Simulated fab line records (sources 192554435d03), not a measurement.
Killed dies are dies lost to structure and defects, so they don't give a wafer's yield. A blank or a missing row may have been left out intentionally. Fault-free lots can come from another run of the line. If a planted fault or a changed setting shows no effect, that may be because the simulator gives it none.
Matching of chambers / flow n5_finfet / rie_diel-02 running N5_BEOL_M0_SAQP_DESCUM_19: 4 sister chambers
The step chemistry O2, time 7.9 s. 8 wafers are shown with their chamber, then 8 later ones without.

EACH WAFER AND ITS CHAMBER
wafer=L080.2; chamber=3; drypump_motor_current_A (A)=4.9; showerhead_plenum_p_Torr (Torr)=2.01
wafer=L083.4; chamber=1; drypump_motor_current_A (A)=6.4; showerhead_plenum_p_Torr (Torr)=2.03
wafer=L083.5; chamber=0; drypump_motor_current_A (A)=5.7; showerhead_plenum_p_Torr (Torr)=2.14
wafer=L083.6; chamber=1; drypump_motor_current_A (A)=6.4; showerhead_plenum_p_Torr (Torr)=2.03
wafer=L089.4; chamber=2; drypump_motor_current_A (A)=5.8; showerhead_plenum_p_Torr (Torr)=2.10
wafer=L089.5; chamber=0; drypump_motor_current_A (A)=5.7; showerhead_plenum_p_Torr (Torr)=2.14
wafer=L089.6; chamber=3; drypump_motor_current_A (A)=4.9; showerhead_plenum_p_Torr (Torr)=2.00
wafer=L092.2; chamber=2; drypump_motor_current_A (A)=5.9; showerhead_plenum_p_Torr (Torr)=2.09

WAFERS WHOSE CHAMBER IS MISSING
wafer=L092.3; drypump_motor_current_A (A)=5.7; showerhead_plenum_p_Torr (Torr)=2.14
wafer=L092.6; drypump_motor_current_A (A)=4.9; showerhead_plenum_p_Torr (Torr)=2.00
wafer=L093.2; drypump_motor_current_A (A)=5.7; showerhead_plenum_p_Torr (Torr)=2.14
wafer=L093.3; drypump_motor_current_A (A)=6.3; showerhead_plenum_p_Torr (Torr)=2.03
wafer=L093.5; drypump_motor_current_A (A)=5.7; showerhead_plenum_p_Torr (Torr)=2.14
wafer=L096.1; drypump_motor_current_A (A)=4.9; showerhead_plenum_p_Torr (Torr)=2.00
wafer=L096.2; drypump_motor_current_A (A)=6.3; showerhead_plenum_p_Torr (Torr)=2.03
wafer=L096.5; drypump_motor_current_A (A)=6.4; showerhead_plenum_p_Torr (Torr)=2.03

EACH ONE'S CHAMBER
wafer=L092.3; from the rows above=0; in truth=0
wafer=L092.6; from the rows above=3; in truth=3
wafer=L093.2; from the rows above=0; in truth=0
wafer=L093.3; from the rows above=1; in truth=1
wafer=L093.5; from the rows above=0; in truth=0
wafer=L096.1; from the rows above=3; in truth=3
wafer=L096.2; from the rows above=1; in truth=1
wafer=L096.5; from the rows above=1; in truth=1
8 of 8 placed correctly. Can't be placed from these rows: 0. Number placed wrongly: 0.
How it was worked out, from the rows above alone: a wafer's distance from a chamber is the root of the sum, over the readings, of the square of ((its reading less the chamber's mean) divided by the reading's scatter). The wafer belongs to the nearest chamber; if the next one is less than 2 further off, it can't be placed. Each chamber's mean is taken over the wafers shown for it. The scatter: take each reading less its chamber's mean, square it, sum over the shown wafers, divide by the number of wafers less the number of chambers, and take the root.
